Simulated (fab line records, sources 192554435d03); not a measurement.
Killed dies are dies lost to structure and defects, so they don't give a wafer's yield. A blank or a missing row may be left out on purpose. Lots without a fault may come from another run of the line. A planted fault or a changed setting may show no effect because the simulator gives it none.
fab line records | flow n5_finfet
record lots=4 wafers=12 last_day=18
route steps=1938 shown SD_EPI_P@309 SD_ACTIVATION@330 ILD0@335 SDB@347 MOL_CONTACT_COAG@538 BEOL_M4@1111
lots that met no fault: from a run of the same line without faults
start_h: hours from the record's first day to the start of the lot's first wafer shown | wait_h: hours since the lot's step before | " the same as in the row above | L1.1+2: a row that stands for several wafers | - no value, or no start given | * or withheld: withheld | < > ~ a bound
route shown NAME@n: a module of which the file shows steps, and the number in the route of the first | usual: mean/standard deviation of fault-free wafers | same: alike in all rows | chamber/n: place in a boat | sites: the reading at each site | _std_site: their standard deviation | _edge_site: outer sites' mean less inner sites' | radius_mm: how far each site lies from the wafer's centre | mask NAME#n: copy n | behind: the tool/chamber that last shaped the wafer | hold: why the lot was held/for how many hours/how that ended | device: the transistor (n, p or np) that didn't switch | end of line: the same wafers' tests at the end of the route | a step without rows: its recipe alone | killed: dies lost to structure and defects at the first sort, not the wafer's yield | map: a wafer's dies, x killed, . not, _ none there
set.NAME: the setting as run; set.NAME@STEP: as run at that earlier step | model.NAME: the simulator's own value behind a step, which no gauge read
lots at some steps of the route; a table a step, a row a wafer
services: from which hour (start_h, from the record's first day; less than 0 if before it) a tool's chamber was out of use, for how many hours, and why
## steps
# step N5_SD_EPI_P_STRIP_38
# recipe chemistry=N2/H2 temp_c=40 n2_flow_sccm=200 h2_flow_sccm=200 rf_frequency_hz=6e+07
# step N5_SD_EPI_P_ETCHBACK_46
# recipe chemistry=CH3F/O2 mode=anisotropic_etchback target=SiNx target_depth_a=175 stop_on=SiO2 over_etch_frac=0.3 ion_energy_ev=120 pressure_mtorr=30 source_w=395 bias_w=73 Ar_flow_sccm=150 CH3F_flow_sccm=30 O2_flow_sccm=20
# step N5_SD_EPI_P_ETCH_47
# recipe chemistry=CH3F/O2 target=SiOCN target_depth_a=250 mask_material=SOC ion_energy_ev=60 bias_w=29 pressure_mtorr=30 source_w=410 Ar_flow_sccm=150 CH3F_flow_sccm=30 O2_flow_sccm=20
# step N5_SD_EPI_P_ETCH_16
# recipe chemistry=CHF3/O2 target=SiO2 target_depth_a=50 mask_material=SOC pressure_mtorr=30 source_w=650 bias_w=170 Ar_flow_sccm=200 CHF3_flow_sccm=50 O2_flow_sccm=5 ion_energy_ev=200
# step N5_SD_EPI_P_STRIP_50
# recipe chemistry=CHF3/O2 resist=SiARC rf_frequency_hz=6e+07
# step N5_SD_EPI_P_SD_RECESS_17
# recipe chemistry=HBr/Cl2/O2 target_depth_a=391 bt_time_s=3 pressure_mtorr=10 icp_w=800 bias_w=112 HBr_flow_sccm=150 Cl2_flow_sccm=80 O2_flow_sccm=12
# step N5_SD_EPI_P_WET_ETCH_45
# recipe chemistry=dHF dilution=withheld time_s=10.7 target=SiO2 target_depth_a=20 temp_c=25 dry=ipa_marangoni rinse_time_s=30 rinse_temp_c=23
# step N5_SD_EPI_P_STRIP_40
# recipe chemistry=N2/H2 power_w=1000 temp_c=250 h2_frac=0.65 overash_fraction=0.3 pressure_mtorr=withheld n2_flow_sccm=1750 h2_flow_sccm=3250
# step N5_SD_EPI_P_PRECLEAN_52
# recipe chemistry=O3/DIW time_s=60 temp_c=22 o3_ppm=10
# step N5_SD_EPI_P_SRD_20
# recipe dry=ipa_marangoni do_ppb=5 time_s=30 temp_c=23 rinse_liquid=diw
# step N5_SD_EPI_P_PRECLEAN_51
# recipe chemistry=NF3:NH3 afs_cycles=1 temp_c=30 time_s=20 sublimation_temp_c=180 sublimation_time_s=60 pressure_torr=3 rf_power_w=30
# step N5_SD_EPI_P_VAPOR_ETCH_44
# recipe chemistry=NF3/Ar target=SiGe30 temp_c=25 time_s=3.3 mode=isotropic
# step N5_SD_EPI_P_EPI_21
# recipe material=SiGe:B dopant=B temp_c=550 pressure_torr=20 ambient=H2 time_s=355
# usual susceptor_temp_C=550.07/0.26 susceptor_temp_C_max=551.1/0.34
# same epi_growth_time_s=355
# columns lot.wafer tool chamber start_h wait_h susceptor_temp_C susceptor_temp_C_max model.SiGe-B_of_SD_EPI_P_EPI_21.thk_nm
L389.2 epi_rpcvd-03 0 105.39 0.5 550.07 551.2 60
L389.3 " 0 " " 550.34 551.5 60.8
L389.6 " 0 106.83 1.8 549.91 551.0 60.6
L400.2 epi_rpcvd-03 0 173.28 0.6 554.33 555.4 66.4
L400.4 " 0 " " 553.97 555.1 65.8
L400.5 " 0 " " 554.16 555.3 65.8
L402.1 epi_rpcvd-03 0 181.73 0.2 554.02 555.4 67.6
L402.2 " 0 " " 553.94 555.1 67
L402.6 " 0 184.13 2.4 554.04 555.0 67.8
L403.1 epi_rpcvd-04 0 198.08 0.2 549.84 550.5 60.4
L403.2 " 0 " " 549.87 550.7 60.6
L403.6 " 0 200.48 2.4 549.86 550.6 60.2
# step N5_SD_EPI_P_EPI_MEAS_23
# recipe mode=xrd
# usual thk_nm=61.0/1.1
# columns lot.wafer tool chamber start_h wait_h thk_nm
L389.2 film_metro-01 - 107.23 1.5 60.3
L389.3 " - " " 62.2
L389.6 " - " " 60.5
L400.2 film_metro-01 - 175.71 2.0 69.4
L400.4 " - " " 67.3
L400.5 " - " " 64.4
L402.1 film_metro-02 - 184.64 2.4 68.2
L402.2 " - " " 67.0
L402.6 " - " " 68.4
L403.1 film_metro-02 - 201.02 2.5 57.7
L403.2 " - " " 59.0
L403.6 " - " " 60.9
# step N5_SD_EPI_P_HM_STRIP_48
# recipe chemistry=H3PO4 temp_c=160 material=SiNx target=SiNx target_depth_a=30 overetch_fraction=0.3
# step N5_SD_EPI_P_SRD_49
# recipe dry=ipa_marangoni time_s=30 temp_c=23 rinse_liquid=diw
# step N5_SD_EPI_P_PRECLEAN_24
# recipe chemistry=O3/DIW time_s=45 temp_c=22 o3_ppm=10
# step N5_SD_EPI_P_PRECLEAN_32
# recipe chemistry=dHF time_s=10 dilution=500:1 temp_c=25
# step N5_SD_EPI_P_PRECLEAN_33
# recipe chemistry=SC2 time_s=45 temp_c=35 mix=1:1:50
# step N5_SD_EPI_P_SRD_25
# recipe time_s=30 temp_c=23 rinse_liquid=diw dry=ipa_marangoni
# step N5_SD_ACTIVATION_RTA_00
# recipe temp_c=975 time_s=0 ambient=N2 idle_temp_c=600 ramp_up_c_per_s=150 ramp_down_c_per_s=60 cool_to_c=600
# step N5_SD_ACTIVATION_LSA_01
# recipe temp_c=1080 time_s=0.0008 ambient=N2
# step N5_SD_ACTIVATION_RS_MEAS_03
# recipe thk_meas_gauge=four-point-probe
# usual RS_SD_N=21.85/0.27 RS_SD_P=56.2/0.78
# columns lot.wafer tool chamber start_h wait_h RS_SD_N[ohm/sq] RS_SD_P[ohm/sq]
L389.2 film_metro-01 - 107.86 0.2 22.13 56.8
L389.3 " - " " 22.18 56.2
L389.6 " - " " 21.78 56.4
L400.2 film_metro-01 - 176.34 0.2 22.30 51.1
L400.4 " - " " 22.21 51.2
L400.5 " - " " 22.45 51.6
L402.1 film_metro-01 - 185.27 0.2 21.68 49.7
L402.2 " - " " 21.58 50.1
L402.6 " - " " 21.60 49.7
L403.1 film_metro-02 - 201.70 0.2 22.37 57.0
L403.2 " - " " 22.15 56.7
L403.6 " - " " 22.10 57.0
# step N5_ILD0_LINER_00
# recipe material=SiNx target_thk_a=40 temp_c=400 ald_precursor_family=SiH2I2 ald_co_reactant=N2/H2-plasma pulse_time_s=1 purge_time_s=2 co_reactant_purge_time_s=2 ald_cycles=80 pressure_torr=2
# step N5_ILD0_FCVD_FILL_01
# recipe material=SiO2_flowable target_thk_a=2000 temp_c=100 pressure_torr=0.8 rf_w=2000 time_s=328.3
# step N5_ILD0_CURE_02
# recipe temp_c=450 time_s=1800 ambient=steam idle_temp_c=400 ramp_up_c_per_min=5 ramp_down_c_per_min=3 densification_p_h2o_torr=640
# step N5_ILD0_CMP_03
# recipe stop_on=SiNx t_overpolish_s=1.9 post_cmp_clean=alkaline_brush down_force_psi=4.1491 platen_rpm=51.796 pad_velocity_m_s=1.0306 target_thk_nm=197.38
# step N5_ILD0_CMP_07
# recipe stop_on=poly-Si material=SiO2_flowable t_overpolish_s=1.18 post_cmp_clean=alkaline_brush down_force_psi=4.1491 platen_rpm=51.796 pad_velocity_m_s=1.0306 target_thk_nm=138.88
# step N5_ILD0_PRECLEAN_10
# recipe chemistry=NF3:NH3 afs_cycles=5 time_s=20 temp_c=30 sublimation_temp_c=180 sublimation_time_s=60 pressure_torr=3 rf_power_w=30
# step N5_ILD0_ALD_15
# recipe material=SiNx target_thk_a=240 temp_c=400 ald_precursor_family=SiH2I2 ald_co_reactant=N2/H2-plasma pulse_time_s=1 ald_cycles=480 purge_time_s=2 co_reactant_purge_time_s=2 pressure_torr=2
# step N5_ILD0_CMP_12
# recipe stop_on=poly-Si material=SiNx t_overpolish_s=6 post_cmp_clean=alkaline_brush down_force_psi=2.5 platen_rpm=51.8 pad_velocity_m_s=1.0307 target_thk_nm=17.67
# step N5_SDB_HM_DEP_00
# recipe material=SiNx target_thk_a=400 temp_c=400 precursor=SiH4/NH3/N2 pressure_torr=1.5 rf_w=300 time_s=35.3
# step N5_SDB_COAT_03
# recipe resist=SOC temp_c=250 time_s=60 spin_rpm=1500 resist_thk_nm=100
# step N5_SDB_COAT_04
# recipe resist=SiARC temp_c=220 time_s=60 spin_rpm=1500 resist_thk_nm=18
# step N5_SDB_COAT_05
# recipe resist=CAR-ArF spin_rpm=1500 resist_thk_nm=90
# step N5_MOL_CONTACT_COAG_ETCH_110
# recipe chemistry=CF4/O2 target=Si target_depth_a=25 time_s=8 pressure_mtorr=100 source_w=200 bias_w=12 ion_energy_ev=60 Ar_flow_sccm=100 cf4_flow_sccm=100 O2_flow_sccm=10
# usual drypump_motor_current_A=5.8/0.4 oes_ar_750_au=0.79/0.093 oes_product_au=0.79/0.098 rf_vpp_V=127.2/1.5 showerhead_plenum_p_Torr=2.18/0.055 throttle_valve_pct=10.82/0.29
# columns lot.wafer tool chamber start_h wait_h drypump_motor_current_A oes_ar_750_au oes_product_au rf_hours_counter_h rf_vpp_V showerhead_plenum_p_Torr throttle_valve_pct model.SiGe-B_of_SD_EPI_P_EPI_21.thk_nm
L389.2 rie_diel-02 2 137.97 0.0 6.1 0.76 0.75 168 129.5 2.30 11.15 57.2
L389.3 " 0 " " 5.9 0.72 0.70 198 127.1 2.12 10.96 58
L389.6 " 0 " " 5.9 0.72 0.71 - 125.3 2.12 10.95 57.8
L400.2 rie_diel-02 3 205.61 0.0 6.1 0.71 0.71 206 127.1 2.13 11.32 63.2
L400.4 " 1 " " 5.0 0.73 0.72 193 127.8 2.13 10.87 62.8
L400.5 " 1 " " 5.0 0.73 0.71 - 124.9 2.13 10.86 62.6
L402.1 rie_diel-02 2 216.17 0.0 6.2 0.74 0.74 197 130.3 2.29 11.20 64.4
L402.2 " 3 " " 6.1 0.70 0.71 210 124.2 2.13 11.32 63.8
L402.6 " 1 " " 5.0 0.73 0.72 - 126.8 2.13 10.89 64.6
L403.1 rie_diel-05 3 231.91 0.0 5.7 0.71 0.71 238 126.3 2.20 11.03 57.4
L403.2 " 1 " " 5.1 0.89 0.90 39 128.5 2.17 10.43 57.6
L403.6 " 0 " " 5.6 0.82 0.83 - 126.1 2.16 10.57 57.4
# step N5_BEOL_M4_RC_MEAS_101
# usual DIBL_N=36.4/1.3 DIBL_P=36.5/1.7 IOFF_N=0.154/0.022 IOFF_P=0.202/0.025 ION_N=671/9.8 ION_P=460/6.8 RS_SD_P=66.0/0.93 SS_N=71.6/0.54 SS_P=73.4/0.58 VT_N=250.9/2.8 VT_P=-251.4/2.7
# columns lot.wafer tool chamber start_h wait_h DIBL_N[mV/V] DIBL_P[mV/V] IOFF_N[nA/um] IOFF_P[nA/um] ION_N[uA/um] ION_P[uA/um] RS_SD_P[ohm/sq] SS_N[mV/dec] SS_P[mV/dec] VT_N[mV] VT_P[mV]
L389.2 prober-02 0 222.82 0.2 34.9 35.3 0.129 0.191 664 464 67.2 71.1 73.2 256.8 -250.7
L389.3 " 0 " " 38.1 39.3 0.194 0.264 684 474 65.7 72.1 73.9 247.2 -247.0
L389.6 " 0 " " 35.3 35.7 0.141 0.204 670 465 66.0 71.6 74.0 254.5 -253.1
L400.2 prober-01 0 282.76 0.2 35.4 35.2 0.130 0.254 659 470 60.8 71.1 73.4 252.3 -244.2
L400.4 " 0 " " 36.8 36.0 0.153 0.251 660 464 61.0 71.4 74.0 254.5 -245.6
L400.5 " 0 " " 35.5 34.0 0.123 0.219 652 465 60.9 70.8 73.4 254.2 -248.3
L402.1 prober-02 0 287.30 0.0 36.3 38.7 0.164 0.229 668 464 58.3 72.2 73.7 250.2 -248.8
L402.2 " 0 " " 36.8 40.0 0.183 0.247 689 471 58.8 72.2 74.2 248.2 -250.3
L402.6 " 0 " " 37.6 40.4 0.190 0.257 678 465 58.1 71.9 74.7 247.6 -247.2
L403.1 prober-01 0 310.67 0.0 33.7 33.9 0.121 0.185 672 463 66.6 70.7 72.6 252.3 -248.9
L403.2 " 0 " " 34.9 35.8 0.146 0.217 684 471 66.4 71.2 73.6 250.0 -247.5
L403.6 " 0 " " 34.2 34.5 0.128 0.194 663 464 67.0 70.9 72.4 251.7 -248.6
## services
# columns tool chamber start_h hours kind
rie_diel-02 2 90.82 4.3 repair
rie_diel-05 1 112.02 - clean
rie_diel-05 1 112.02 - consumable_replace:focus_ring
rie_diel-05 1 112.02 15.9 scheduled_down
rie_diel-05 1 112.02 15.9 vent_cycle
rie_diel-05 3 117.14 1.4 repair
epi_rpcvd-03 - 150.90 1.0 repair
rie_diel-05 2 154.21 - clean
rie_diel-05 2 154.21 - consumable_replace:focus_ring
rie_diel-05 2 154.21 16.2 scheduled_down
rie_diel-05 2 154.21 16.2 vent_cycle
epi_rpcvd-04 - 158.23 6.0 pm
rie_diel-05 0 158.30 8.1 repair
rie_diel-02 2 180.54 3.9 repair
rie_diel-05 3 185.11 4.9 repair
## key
first_sign step=N5_SD_EPI_P_EPI_21 reading=susceptor_temp_C direction=up sigmas=16 usual=* struck=*
effect step=N5_SD_EPI_P_EPI_21 reading=susceptor_temp_C_max direction=up sigmas=12 usual=* struck=*
effect step=N5_SD_EPI_P_EPI_MEAS_23 reading=thk_nm direction=up sigmas=5.7 usual=* struck=*
effect step=N5_SD_ACTIVATION_RS_MEAS_03 reading=RS_SD_P direction=down sigmas=7.2 usual=56.2 struck=50.6
effect step=N5_BEOL_M4_RC_MEAS_101 reading=RS_SD_P direction=down sigmas=6.9 usual=66.0 struck=59.7
model_effect step=N5_SD_EPI_P_EPI_21 value=SiGe-B_of_SD_EPI_P_EPI_21.thk_nm without=60.73 struck=66.73
model_effect step=N5_MOL_CONTACT_COAG_ETCH_110 value=SiGe-B_of_SD_EPI_P_EPI_21.thk_nm without=57.87 struck=63.57
met_at N5_SD_EPI_P_EPI_21
struck_wafers L400.2,L400.4,L400.5,L402.1,L402.2,L402.6
onset_between 105.39 173.28
fault kind=process_parameter_drift tool=epi_rpcvd-03 chamber=- onset_h=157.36 steps=N5_SD_EPI_P_EPI_21 channel=temp_c offset=* shape=step end_h=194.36 acts_in=* stated=*
